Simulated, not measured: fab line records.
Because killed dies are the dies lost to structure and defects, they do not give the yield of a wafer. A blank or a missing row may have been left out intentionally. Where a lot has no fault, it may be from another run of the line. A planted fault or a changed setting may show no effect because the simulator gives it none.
fab line records + flow n5_finfet
[record]
- lots = 3
- wafers = 9
- last_day = 17
route steps=1938 shown MOL_CONTACT_COAG@569 BEOL_M4@1111 PASSIVATION@1936
lots that met no fault: from a run of the same line without faults
start_h: the number of hours between the record's first day and the start of the first shown wafer of the lot + wait_h: hours elapsed since this lot's preceding step + " repeats the value in the row above + L1.1+2: one row covering several wafers at once + - no value present, or no start provided + * or withheld: withheld + < > ~ a bound
route shown NAME@n: NAME is a module with steps in the file, n the number in the route of the first one + usual: mean/standard deviation of fault-free wafers + same: alike in all rows + chamber/n: place in a boat + sites: readings site by site + _std_site: standard deviation across them + _edge_site: inner sites' mean taken away from outer sites' mean + radius_mm: for every site, how far away it sits from the centre of the wafer + mask NAME#n: copy n + behind: the tool/chamber that last shaped the wafer + hold: the reason the lot was held/the length of the hold in hours/how it ended + device: transistor that didn't switch, given as n, p or np + end of line: at the end of the route, the tests of the same wafers + a step given without rows: its recipe and nothing more + killed: count of dies lost to structure and defects at first sort (not the wafer's yield) + map: a wafer's dies, marking killed ones x, the rest . and places with no die _
set.NAME: the setting as run; set.NAME@STEP: as run at that earlier step + model.NAME: the simulator's own value behind a step, which no gauge read
lots at some steps of the route; a table a step, a row a wafer
services: a tool's chamber out of use, with start hour (start_h, from the record's first day; less than 0 if before it), hours out, and reason
[[steps]]
[step N5_MOL_CONTACT_COAG_SOFTBAKE_79]
[recipe]
- temp_c = 110
- time_s = 60
- resist = CAR-EUV
[step N5_MOL_CONTACT_COAG_EXPOSE_81]
[recipe]
- mask_id = VG
- na = 0.33
- source_shape = annular
- sigma_inner = 0.3
- sigma_outer = 0.7
- polarization = unpolarized
- defocus_nm = 0
- dose_mj = 59.5
[step N5_MOL_CONTACT_COAG_PEB_82]
[recipe]
- peb_temp_c = 100
- peb_time_s = 60
- resist = CAR-EUV
[step N5_MOL_CONTACT_COAG_DEVELOP_83]
[recipe]
- develop_time_s = 30
- developer = TMAH
- resist = CAR-EUV
- rinse_liquid = surfactant_rinse
- dry = air_spin
- dev_temp_c = 23
[step N5_MOL_CONTACT_COAG_DESCUM_88]
[recipe]
- chemistry = O2
- time_s = 7
- source_power_w = 50
- bias_power_w = 20
- pressure_mtorr = 20
- rf_frequency_hz = 2.712e+07
- temp_c = 40
- resist = CAR-EUV
- o2_flow_sccm = 225
[step N5_MOL_CONTACT_COAG_ETCH_89]
[recipe]
- chemistry = N2/H2
- target = underlayer
- target_depth_a = 130
- mask_material = CAR-EUV
- time_s = 10.4
- ion_energy_ev = 200
- pressure_mtorr = 30
- source_w = 840
- bias_w = 150
- n2_flow_sccm = 200
- h2_flow_sccm = 200
- ends = cleared
[step N5_MOL_CONTACT_COAG_ETCH_90]
[recipe]
- chemistry = CF4
- target = SiARC
- target_depth_a = 130
- mask_material = CAR-EUV
- time_s = 21.7
- ion_energy_ev = 80
- pressure_mtorr = 40
- source_w = 545
- bias_w = 36
- Ar_flow_sccm = 100
- cf4_flow_sccm = 100
- ends = cleared
[step N5_MOL_CONTACT_COAG_ALD_131]
[recipe]
- material = SiO2
- target_thk_a = 50
- temp_c = 100
- ald_precursor_family = BDEAS
- ald_co_reactant = O2-plasma
- pulse_time_s = 1
- co_reactant_pulse_time_s = 1
- purge_time_s = 2
- co_reactant_purge_time_s = 2
- ald_cycles = 35
- pressure_torr = 2
[step N5_MOL_CONTACT_COAG_ETCHBACK_132]
[recipe]
- chemistry = CHF3
- target = SiO2
- target_depth_a = 100
- time_s = 6.7
- ion_energy_ev = 200
- pressure_mtorr = 30
- source_w = 610
- bias_w = 170
- Ar_flow_sccm = 200
- CHF3_flow_sccm = 50
[step N5_MOL_CONTACT_COAG_ETCH_91]
[recipe]
- chemistry = N2/H2
- target = SOC
- target_depth_a = 600
- overetch_a = 210
- mask_material = SiARC
- temp_c = 40
- time_s = 101.2
- ion_energy_ev = 200
- pressure_mtorr = 30
- source_w = 840
- bias_w = 150
- n2_flow_sccm = 200
- h2_flow_sccm = 200
[usual]
- chamber_pressure_mTorr = 29.998/0.029
- drypump_motor_current_A = 5.5/0.31
- oes_product_au = 0.68/0.064
- rf_vpp_V = 524.9/1.9
- showerhead_plenum_p_Torr = 2.58/0.065
- throttle_valve_pct = 17.80/0.2
| lot.wafer | tool        | chamber | start_h | wait_h | chamber_pressure_mTorr | drypump_motor_current_A | oes_product_au | rf_hours_counter_h | rf_vpp_V | showerhead_plenum_p_Torr | throttle_valve_pct | model.etch.depth_nm | model.SiARC_of_MOL_CONTACT_COAG_COAT_76.thk_nm |
|-----------|-------------|---------|---------|--------|------------------------|-------------------------|----------------|--------------------|----------|--------------------------|--------------------|---------------------|------------------------------------------------|
| L960.1    | rie_diel-04 | 1       | 186.11  | 0.0    | 30.014                 | 5.4                     | 0.88           | 35                 | 521.7    | 2.49                     | 17.83              | 58.81               | 7                                              |
| L960.4    | "           | 2       | "       | "      | 30.009                 | 5.4                     | 0.71           | 69                 | 524.7    | 2.58                     | 17.83              | 59.95               | 5.8                                            |
| L960.6    | "           | 1       | "       | "      | 29.999                 | 5.4                     | 0.89           | -                  | 521.7    | 2.49                     | 17.83              | 58.28               | 7                                              |
| L966.4    | rie_diel-04 | 2       | 220.49  | 0.1    | 29.969                 | 5.4                     | 0.70           | -                  | 522.8    | 2.58                     | 17.87              | 60.09               | 5.8                                            |
| L966.5    | "           | 2       | "       | "      | 30.030                 | 5.4                     | 0.69           | -                  | 525.3    | 2.58                     | 17.86              | 60.01               | 5.8                                            |
| L966.6    | "           | 3       | "       | "      | 29.967                 | 5.6                     | 0.69           | -                  | 524.8    | 2.57                     | 17.77              | 59.97               | 5.8                                            |
| L967.1    | rie_diel-02 | 1       | 226.16  | 0.0    | 30.003                 | 4.7                     | 0.67           | 109                | 522.2    | 2.56                     | 18.03              | 60.24               | 5.8                                            |
| L967.4    | "           | 2       | "       | "      | 30.031                 | 5.5                     | 0.60           | 197                | 524.0    | 2.52                     | 17.74              | 60.03               | 5.8                                            |
| L967.5    | "           | 3       | "       | "      | 30.009                 | 5.1                     | 0.62           | -                  | 525.2    | 2.63                     | 17.76              | 60.13               | 5.8                                            |
[step N5_MOL_CONTACT_COAG_STRIP_92]
[recipe]
- chemistry = N2/H2
- temp_c = 40
- n2_flow_sccm = 200
- h2_flow_sccm = 200
- rf_frequency_hz = 6e+07
[step N5_MOL_CONTACT_COAG_STRIP_93]
[recipe]
- chemistry = N2/H2
- temp_c = 40
- n2_flow_sccm = 200
- h2_flow_sccm = 200
- rf_frequency_hz = 6e+07
[step N5_MOL_CONTACT_COAG_ETCHBACK_135]
[recipe]
- chemistry = CHF3
- target = SiO2
- target_depth_a = 250
- time_s = 16.7
- ion_energy_ev = 200
- pressure_mtorr = 30
- source_w = 610
- bias_w = 170
- Ar_flow_sccm = 200
- CHF3_flow_sccm = 50
[step N5_MOL_CONTACT_COAG_STRIP_118]
[recipe]
- chemistry = CHF3
- resist = SiARC
- rf_frequency_hz = 6e+07
[step N5_MOL_CONTACT_COAG_VIA_ETCH_46]
[recipe]
- chemistry = C4F6/O2
- target_depth_a = 460
- overetch_a = 92
- mask_material = SOC
- target = SiO2
- bias_w = 455
- pressure_mtorr = 10
- time_s = 40
- source_w = 325
- Ar_flow_sccm = 300
- C4F6_flow_sccm = 10
- O2_flow_sccm = 10
- ion_energy_ev = 575.3
- ends = end_point
[step N5_MOL_CONTACT_COAG_STRIP_96]
[recipe]
- chemistry = N2/H2
- power_w = 500
- temp_c = 40
- pressure_mtorr = 50
- rf_frequency_hz = 6e+07
- overash_fraction = 0.3
- bias_power_w = 28
- h2_frac = 0.5
- n2_flow_sccm = 300
- h2_flow_sccm = 300
[step N5_MOL_CONTACT_COAG_ETCH_47]
[recipe]
- chemistry = CH3F/O2
- target = SiNx
- target_depth_a = 270
- mask_material = SiO2
- stop_on = W
- over_etch_frac = 0.2
- ion_energy_ev = 120
- endpoint = OES-CN
- pressure_mtorr = 30
- source_w = 395
- bias_w = 73
- Ar_flow_sccm = 150
- CH3F_flow_sccm = 30
- O2_flow_sccm = 20
- ends = end_point
[usual]
- chamber_pressure_mTorr = 30.001/0.028
- drypump_motor_current_A = 5.5/0.31
- etch_rf_on_time_s = 30.9/0.4
- oes_product_au = 0.72/0.071
- rf_vpp_V = 297/4.3
- showerhead_plenum_p_Torr = 2.03/0.052
- throttle_valve_pct = 16.34/0.18
| lot.wafer | tool        | chamber | start_h | wait_h | chamber_pressure_mTorr | drypump_motor_current_A | etch_rf_on_time_s | oes_product_au | rf_hours_counter_h | rf_vpp_V | showerhead_plenum_p_Torr | throttle_valve_pct |
|-----------|-------------|---------|---------|--------|------------------------|-------------------------|-------------------|----------------|--------------------|----------|--------------------------|--------------------|
| L960.1    | rie_diel-04 | 1       | 186.34  | 0.0    | 30.003                 | 5.4                     | 30.3              | 0.52           | 35                 | 292      | 1.95                     | 16.18              |
| L960.4    | "           | 2       | "       | "      | 30.009                 | 5.4                     | 30.7              | 0.77           | 69                 | 294      | 2.03                     | 16.34              |
| L960.6    | "           | 1       | "       | "      | 30.012                 | 5.4                     | 30.5              | 0.45           | -                  | 290      | 1.95                     | 16.19              |
| L966.4    | rie_diel-04 | 2       | 220.83  | 0.1    | 30.009                 | 5.4                     | 30.9              | 0.75           | -                  | 290      | 2.03                     | 16.35              |
| L966.5    | "           | 2       | "       | "      | 30.005                 | 5.4                     | 31.0              | 0.74           | -                  | 292      | 2.03                     | 16.36              |
| L966.6    | "           | 3       | "       | "      | 29.994                 | 5.6                     | 30.8              | 0.75           | -                  | 296      | 2.03                     | 16.34              |
| L967.1    | rie_diel-02 | 1       | 226.39  | 0.0    | 29.933                 | 4.7                     | 31.1              | 0.72           | 109                | 298      | 2.01                     | 16.57              |
| L967.4    | "           | 2       | "       | "      | 30.040                 | 5.5                     | 31.2              | 0.64           | 197                | 303      | 1.98                     | 16.34              |
| L967.5    | "           | 3       | "       | "      | 30.010                 | 5.1                     | 31.6              | 0.64           | -                  | 298      | 2.07                     | 16.38              |
[step N5_MOL_CONTACT_COAG_STRIP_119]
[recipe]
- chemistry = N2/H2
- time_s = 30
- power_w = 1000
- temp_c = 250
- pressure_mtorr = withheld
- n2_flow_sccm = 1750
- h2_flow_sccm = 3250
[step N5_MOL_CONTACT_COAG_PRECLEAN_144]
[recipe]
- chemistry = alkaline_clean
- temp_c = 60
- time_s = 60
- do_ppb = 50
[step N5_MOL_CONTACT_COAG_SRD_145]
[recipe]
- dry = ipa_marangoni
- time_s = 30
- temp_c = 23
- rinse_liquid = diw
[step N5_MOL_CONTACT_COAG_COAT_62]
[recipe]
- resist = SOC
- temp_c = 250
- time_s = 60
- spin_rpm = 1500
- resist_thk_nm = 60
[step N5_MOL_CONTACT_COAG_COAT_63]
[recipe]
- resist = SiARC
- temp_c = 220
- time_s = 60
- spin_rpm = 1500
- resist_thk_nm = 10
[step N5_MOL_CONTACT_COAG_COAT_64]
[recipe]
- resist = underlayer
- temp_c = 205
- time_s = 60
- spin_rpm = 1500
- resist_thk_nm = 10
[step N5_MOL_CONTACT_COAG_COAT_34]
[recipe]
- resist = CAR-EUV
- spin_rpm = 1500
- resist_thk_nm = 40
[step N5_MOL_CONTACT_COAG_EBR_36]
[recipe]
- solvent = PGMEA
- ebr_width_mm = 1.5
[step N5_MOL_CONTACT_COAG_SOFTBAKE_35]
[recipe]
- temp_c = 110
- time_s = 60
- resist = CAR-EUV
[step N5_MOL_CONTACT_COAG_EXPOSE_37]
[recipe]
- mask_id = VD
- na = 0.33
- source_shape = annular
- sigma_inner = 0.3
- sigma_outer = 0.7
- polarization = unpolarized
- defocus_nm = 0
- dose_mj = 62
[step N5_MOL_CONTACT_COAG_PEB_38]
[recipe]
- peb_temp_c = 100
- peb_time_s = 60
- resist = CAR-EUV
[step N5_MOL_CONTACT_COAG_DEVELOP_39]
[recipe]
- develop_time_s = 30
- developer = TMAH
- resist = CAR-EUV
- rinse_liquid = surfactant_rinse
- dry = air_spin
- dev_temp_c = 23
[step N5_MOL_CONTACT_COAG_DESCUM_45]
[recipe]
- chemistry = O2
- time_s = 7
- source_power_w = 50
- bias_power_w = 20
- pressure_mtorr = 20
- rf_frequency_hz = 2.712e+07
- temp_c = 40
- resist = CAR-EUV
- o2_flow_sccm = 225
[step N5_MOL_CONTACT_COAG_ETCH_65]
[recipe]
- chemistry = N2/H2
- target = underlayer
- target_depth_a = 130
- mask_material = CAR-EUV
- time_s = 10.4
- ion_energy_ev = 200
- pressure_mtorr = 30
- source_w = 840
- bias_w = 150
- n2_flow_sccm = 200
- h2_flow_sccm = 200
- ends = cleared
[step N5_MOL_CONTACT_COAG_ETCH_66]
[recipe]
- chemistry = CF4
- target = SiARC
- target_depth_a = 130
- mask_material = CAR-EUV
- time_s = 21.7
- ion_energy_ev = 80
- pressure_mtorr = 40
- source_w = 545
- bias_w = 36
- Ar_flow_sccm = 100
- cf4_flow_sccm = 100
- ends = cleared
[step N5_MOL_CONTACT_COAG_ALD_133]
[recipe]
- material = SiO2
- target_thk_a = 50
- temp_c = 100
- ald_precursor_family = BDEAS
- ald_co_reactant = O2-plasma
- pulse_time_s = 1
- co_reactant_pulse_time_s = 1
- purge_time_s = 2
- co_reactant_purge_time_s = 2
- ald_cycles = 35
- pressure_torr = 2
[step N5_MOL_CONTACT_COAG_ETCHBACK_134]
[recipe]
- chemistry = CHF3
- target = SiO2
- target_depth_a = 100
- time_s = 6.7
- ion_energy_ev = 200
- pressure_mtorr = 30
- source_w = 610
- bias_w = 170
- Ar_flow_sccm = 200
- CHF3_flow_sccm = 50
[step N5_MOL_CONTACT_COAG_ETCH_67]
[recipe]
- chemistry = N2/H2
- target = SOC
- target_depth_a = 600
- overetch_a = 210
- mask_material = SiARC
- temp_c = 40
- time_s = 101.2
- ion_energy_ev = 200
- pressure_mtorr = 30
- source_w = 840
- bias_w = 150
- n2_flow_sccm = 200
- h2_flow_sccm = 200
[step N5_MOL_CONTACT_COAG_ETCH_124]
[recipe]
- chemistry = CH3F/O2
- target = SiNx
- target_depth_a = 65
- mask_material = SOC
- stop_on = SiOC
- over_etch_frac = 0.3
- ion_energy_ev = 120
- pressure_mtorr = 30
- source_w = 395
- bias_w = 73
- Ar_flow_sccm = 150
- CH3F_flow_sccm = 30
- O2_flow_sccm = 20
- ends = end_point
[usual]
- chamber_pressure_mTorr = 29.998/0.027
- drypump_motor_current_A = 5.48/0.29
- oes_product_au = 0.69/0.067
- rf_vpp_V = 297/4.2
- showerhead_plenum_p_Torr = 2.02/0.051
- throttle_valve_pct = 16.32/0.18
| lot.wafer | tool        | chamber | start_h | wait_h | chamber_pressure_mTorr | drypump_motor_current_A | oes_product_au | rf_hours_counter_h | rf_vpp_V | showerhead_plenum_p_Torr | throttle_valve_pct |
|-----------|-------------|---------|---------|--------|------------------------|-------------------------|----------------|--------------------|----------|--------------------------|--------------------|
| L960.1    | rie_diel-04 | 2       | 187.71  | 0.0    | 30.084                 | 5.43                    | 0.49           | 69                 | 293      | 2.03                     | 16.29              |
| L960.4    | "           | 1       | "       | "      | 29.979                 | 5.39                    | 0.76           | 36                 | 292      | 1.95                     | 16.18              |
| L960.6    | "           | 1       | "       | "      | 29.982                 | 5.41                    | 0.44           | -                  | 291      | 1.95                     | 16.17              |
| L966.4    | rie_diel-04 | 3       | 222.11  | 0.0    | 29.990                 | 5.60                    | 0.72           | -                  | 295      | 2.03                     | 16.32              |
| L966.5    | "           | 2       | "       | "      | 29.965                 | 5.42                    | 0.71           | -                  | 293      | 2.03                     | 16.30              |
| L966.6    | "           | 1       | "       | "      | 30.022                 | 5.38                    | 0.74           | -                  | 293      | 1.95                     | 16.20              |
| L967.1    | rie_diel-02 | 0       | 227.77  | 0.0    | 29.999                 | 5.68                    | 0.58           | 238                | 298      | 2.05                     | 16.76              |
| L967.4    | "           | 1       | "       | "      | 30.010                 | 4.68                    | 0.69           | -                  | 297      | 2.01                     | 16.54              |
| L967.5    | "           | 3       | "       | "      | 30.017                 | 5.08                    | 0.63           | -                  | 299      | 2.07                     | 16.34              |
[step N5_MOL_CONTACT_COAG_ETCH_48]
[recipe]
- chemistry = C4F6/O2
- target_depth_a = 150
- overetch_a = 45
- mask_material = SOC
- target = SiOC
- bias_w = 465
- pressure_mtorr = 10
- time_s = 17
- source_w = 335
- Ar_flow_sccm = 300
- C4F6_flow_sccm = 10
- O2_flow_sccm = 10
- ion_energy_ev = 576
[usual]
- chamber_pressure_mTorr = 10.000/0.0088
- drypump_motor_current_A = 5.48/0.29
- oes_product_au = 0.68/0.073
- rf_vpp_V = 1586/21
- showerhead_plenum_p_Torr = 2.87/0.07
- throttle_valve_pct = 40.57/0.14
| lot.wafer | tool        | chamber | start_h | wait_h | chamber_pressure_mTorr | drypump_motor_current_A | oes_product_au | rf_hours_counter_h | rf_vpp_V | showerhead_plenum_p_Torr | throttle_valve_pct |
|-----------|-------------|---------|---------|--------|------------------------|-------------------------|----------------|--------------------|----------|--------------------------|--------------------|
| L960.1    | rie_diel-04 | 2       | 187.75  | 0.0    | 10.010                 | 5.41                    | 0.50           | 69                 | 1560     | 2.88                     | 40.52              |
| L960.4    | "           | 1       | "       | "      | 10.007                 | 5.43                    | 0.77           | 36                 | 1561     | 2.78                     | 40.67              |
| L960.6    | "           | 1       | "       | "      | 10.011                 | 5.42                    | 0.45           | -                  | 1560     | 2.78                     | 40.55              |
| L966.4    | rie_diel-04 | 3       | 222.16  | 0.0    | 9.998                  | 5.62                    | 0.73           | -                  | 1580     | 2.88                     | 40.58              |
| L966.5    | "           | 2       | "       | "      | 10.019                 | 5.42                    | 0.69           | -                  | 1561     | 2.88                     | 40.64              |
| L966.6    | "           | 1       | "       | "      | 10.002                 | 5.38                    | 0.73           | -                  | 1559     | 2.77                     | 40.65              |
| L967.1    | rie_diel-02 | 0       | 227.81  | 0.0    | 10.016                 | 5.68                    | 0.56           | 238                | 1590     | 2.90                     | 40.77              |
| L967.4    | "           | 1       | "       | "      | 9.991                  | 4.66                    | 0.66           | -                  | 1592     | 2.86                     | 40.80              |
| L967.5    | "           | 3       | "       | "      | 10.013                 | 5.10                    | 0.58           | -                  | 1599     | 2.94                     | 40.33              |
[step N5_BEOL_M4_RC_MEAS_101]
[usual]
- DIBL_N = 36.2/1.2
- DIBL_P = 36.3/1.3
- IOFF_N = 0.155/0.019
- IOFF_P = 0.210/0.029
- ION_N = 677/8.6
- ION_P = 465/6.8
- SS_N = 71.4/0.48
- SS_P = 73.2/0.53
- VT_N = 249.9/2.4
- VT_P = -250/3.2
| lot.wafer | tool      | chamber | start_h | wait_h | DIBL_N[mV/V] | DIBL_P[mV/V] | IOFF_N[nA/um] | IOFF_P[nA/um] | ION_N[uA/um] | ION_P[uA/um] | SS_N[mV/dec] | SS_P[mV/dec] | VT_N[mV] | VT_P[mV] |
|-----------|-----------|---------|---------|--------|--------------|--------------|---------------|---------------|--------------|--------------|--------------|--------------|----------|----------|
| L960.4    | prober-02 | 0       | 274.30  | 0.5    | 37.0         | 39.0         | 0.188         | 0.257         | 686          | 467          | 71.8         | 73.4         | 249.3    | -247     |
| L966.4    | prober-02 | 0       | 304.20  | 0.5    | 34.2         | 34.3         | 0.115         | 0.157         | 675          | 459          | 70.7         | 72.1         | 252.4    | -255     |
| L966.5    | "         | 0       | "       | "      | 34.5         | 34.9         | 0.122         | 0.162         | 659          | 449          | 71.0         | 72.6         | 253.1    | -254     |
| L966.6    | "         | 0       | "       | "      | 35.7         | 36.6         | 0.144         | 0.180         | 679          | 456          | 72.0         | 72.5         | 248.1    | -252     |
| L967.1    | prober-02 | 0       | 308.00  | 0.0    | 36.2         | 34.6         | 0.127         | 0.179         | 657          | 455          | 71.8         | 72.6         | 254.6    | -251     |
| L967.4    | "         | 0       | "       | "      | 38.5         | 38.3         | 0.184         | 0.237         | 684          | 466          | 72.1         | 73.5         | 246.3    | -250     |
| L967.5    | "         | 0       | "       | "      | 36.4         | 34.6         | 0.132         | 0.179         | 663          | 458          | 70.8         | 71.6         | 250.5    | -254     |
[step N5_PASSIVATION_PROBE_49]
[usual]
- defect_limited_yield = 91.2/1.4
- killed_at_M0_to_M3 = 34/10
- killed_at_M4_up = 13/5.1
- killed_at_contacts = 12/6.5
- killed_at_front_end = 41/11
- killed_at_other = 4/3.3
- killed_dies = 104/16
- killed_on_rim = 14/3.9
- killed_open = 69/13
- killed_short = 33/7
- sort_bin_5_function = 5.1/0.91
- sort_bin_6_memory = 3.3/0.69
- sort_n_pass = 1076/16
- sort_yield_pct = 91.2/1.4
[same]
- gross_dies = 1180
- killed_at_back_side = 0
- sort_bin_4_leakage[%] = 0
- sort_bin_8_speed[%] = 0
| lot.wafer | tool      | chamber | start_h | wait_h | defect_limited_yield[%] | killed_at_M0_to_M3 | killed_at_M4_up | killed_at_contacts | killed_at_front_end | killed_at_other | killed_dies | killed_on_rim | killed_open | killed_short | sort_bin_5_function[%] | sort_bin_6_memory[%] | sort_n_pass | sort_yield_pct[%] |
|-----------|-----------|---------|---------|--------|-------------------------|--------------------|-----------------|--------------------|---------------------|-----------------|-------------|---------------|-------------|--------------|------------------------|----------------------|-------------|-------------------|
| L960.1    | prober-02 | -       | 370.89  | 0.0    | 32.8                    | 26                 | 6               | 726                | 33                  | 2               | 793         | 46            | 48          | 24           | 64.4                   | 2.7                  | 387         | 32.8              |
| L960.6    | prober-02 | -       | 371.14  | 0.3    | 17.9                    | 10                 | 6               | 896                | 54                  | 3               | 969         | 105           | 45          | 29           | 79.6                   | 2.5                  | 211         | 17.9              |
// killed by level:class
L960.1 MOL_CONTACT_COAG:area_etch=719 BEOL_M0_SAQP:geometric_particle:open=12 FIN_SAQP:geometric_particle:short=11 STI_FIN_REVEAL:geometric_particle:open=8 BEOL_M3:geometric_particle:open=5 MOL_CONTACT_COAG:geometric_particle:open=4 MOL_CONTACT_COAG:geometric_particle:short=3 BEOL_M0_SAQP:geometric_particle:short=3
L960.6 MOL_CONTACT_COAG:area_etch=893 STI_FIN_REVEAL:geometric_particle:open=20 FIN_SAQP:geometric_particle:short=10 FIN_SAQP:geometric_particle:open=5 GATE_CUT:geometric_particle:short=4 STARTING-WAFER:geometric_particle:open=4 BEOL_M0_SAQP:geometric_particle:short=3 DUMMY_GATE:geometric_particle:open=2
// map L960.6 (x killed, . not)
_________________xxxxxxxxxxxx________________
______________xxxxxxxxxxxxxxx.x._____________
___________xx.xxxxxxxxxxxxxxxxxx...__________
__________xxx.xxxxxxxxxxxxxxxxx....._________
________xxxxxxxxxxxxxxxxxxxxx..x...x.._______
_______xxxxxxxxxxxxxxxxxxxxx.xxx.x.xxxx______
______xxxxxxxxxxxxxxxxxxxxxxxx.xxxx..xxx_____
_____xxxxxx.x.xxxxxxxxxxxxxxx..xxxxxx.xxx____
____xxxxxx.x.xxxxxxxxxxxxxxxxxxxxxx.x.xxxx___
___.xxxxxx.xxxxxxxxxxxxx.xxx.xxxxxxxxxxxxx.__
___..xxxxxxx.xxx..xxxx.xxxxxxx.x.xx.xxxx.xx__
__x..xxx..x.xx.x.x..xxxxxxxxxxx.xxxxxxxxxx.x_
__.xxx...xxxxx.xxxxxxx.xx.xxxxxxxxxxxxxxxxxx_
_x.xxx.x..x.xx.xxxxxxxxxx..xxxxxxx.xxxxxxxx.x
_x.xxxxx.xx.xxxxxxxxxxxxxxxxxx.xx..xxxxxxxxxx
_.x.xxxx..xxxxxxxxxxxx.xxxxxxxxxxxxxxxxxxxxxx
_xxxx.xxxx.xxxxxxxxxxx.xxxxx..xxx.xxxxxxxxxxx
_xxxxxxxxxxxxxxxx.xxxxxxx.xxxxxxx.xxxxxxxxxxx
_xxxxxxxxxxxxxxx.xx.xxxxxxxxxx.....xxxxxxxxxx
_xxxxxxxxxxxxxxxx.xxxxxxxxxx..x.xx..xxxxxxxxx
_xxxxxx.xxxxxxxxxxx.xxxxxxxxx.xxx.x.xx..x.xxx
__xxxxxxxxxxxxxxxxxxxxxxxxxxxxxxxxxx..xxxxxx_
__xx.x.xxxxxxxxxxxx.xxxxxxxxxxx.xxx.xx...xx._
___xxx.x..xxxxxxxxx.xxxxxxxxxx.xx..x..x.x.x__
___x.x..xx.xxxxxxxxxxxxxxxxxxxxxxxxxx...x..__
____xxxx..xxxxxxxxxxxxxxx.xxxxx.xx........___
_____x.xx.xxxxxx.xxx.xxxxxxxxxxxxx.......____
______xxxxxxxxxxxxxxxxxxxxxxxxxxxxx.x.x._____
_______.x..xxxxxx.xxxxxxxx.xxxxxxx..x..______
________.x.xxxxxx.xxxxxxxxxxxxxxxxxx.._______
__________xxxxxx.xxxx.xxxxxxxxxxxx.._________
___________.xxxxx..xx.xxxx.xxxxxxx.__________
______________xxx....xx..xxx..x._____________
_________________xx..xx.xxxxx________________
// map L966.4 (x killed, . not)
_________________x...........________________
______________x..x...x...x......_____________
___________.........x.......x...x..__________
__________............x.....x......._________
________....................x........._______
_______........x.......................______
______.x...............x................_____
_____x........................xx.........____
____.............x.x...x..........x......x___
___............x....x.x...........x..x.....__
___..x........x.......x....................__
__......x..................................x_
__..x...........x.x...x..x................x._
_..x......x..................................
_....................x..............x........
_........................x.........x..x.x..x.
_....x...........x......x......x........x..x.
_...............x...............x....x.......
_...........x...........................xx...
_......x....x....x...........x....x..........
_........x.............x.................x...
__.......x...x.....x........................_
__x........x..........x....................x_
___......x....x..........x.................__
___...x.x...............x..............x...__
____....x.x....x........x.....x..........x___
_____............xx..xx.x......x.......x.____
______......x.........x.x............x.._____
_______...x..x..........x..x...........______
________..x...........x..............x_______
__________.....x.....x...........x.._________
___________..x...x...........x.....__________
______________.................._____________
_________________.x...xx.....________________
[[services]]
| tool        | chamber | start_h | hours | kind   |
|-------------|---------|---------|-------|--------|
| rie_diel-02 | 3       | 195.74  | 3.8   | repair |
| rie_diel-04 | 1       | 207.48  | 14.3  | repair |
| rie_diel-04 | -       | 209.64  | 0.6   | repair |
| rie_diel-04 | 0       | 217.81  | 6.3   | repair |
| rie_diel-02 | 2       | 227.15  | 4.2   | repair |
[[key]]
[first_sign]
- step = N5_MOL_CONTACT_COAG_ETCH_91
- reading = oes_product_au
- direction = up
- sigmas = 3.3
- usual = 0.68
- struck = 0.88
[effect]
- step = N5_MOL_CONTACT_COAG_ETCH_47
- reading = oes_product_au
- direction = down
- sigmas = 3.4
- usual = 0.72
- struck = 0.48
[effect]
- step = N5_MOL_CONTACT_COAG_ETCH_124
- reading = oes_product_au
- direction = down
- sigmas = 3.3
- usual = 0.69
- struck = 0.46
[effect]
- step = N5_MOL_CONTACT_COAG_ETCH_48
- reading = oes_product_au
- direction = down
- sigmas = 2.8
- usual = 0.68
- struck = 0.47
[effect]
- step = N5_PASSIVATION_PROBE_49
- reading = killed_at_contacts
- direction = up
- sigmas = 99+
- usual = 12
- struck = 811
[model_effect]
- step = N5_MOL_CONTACT_COAG_ETCH_91
- value = etch.depth_nm
- without = 60.21
- struck = 58.55
[more_kills_born_at]
- N5_MOL_CONTACT_COAG_ETCH_91@rie_diel-04 = 1612
met_at N5_MOL_CONTACT_COAG_ETCH_91
struck_wafers L960.1,L960.6
later_rows_left_out L960.1,L960.6
[fault]
- kind = process_parameter_drift
- tool = rie_diel-04
- chamber = 1
- onset_h = 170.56
- steps = N5_MOL_CONTACT_COAG_ETCH_91
- channel = target_depth_a
- offset = -232.32
- shape = step
- end_h = 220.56
- acts_in = these_recipes_only
- stated = 600
// later_rows_left_out: the simulator's readings of these wafers behind a module that went badly wrong aren't trusted and aren't shown, but for the sort
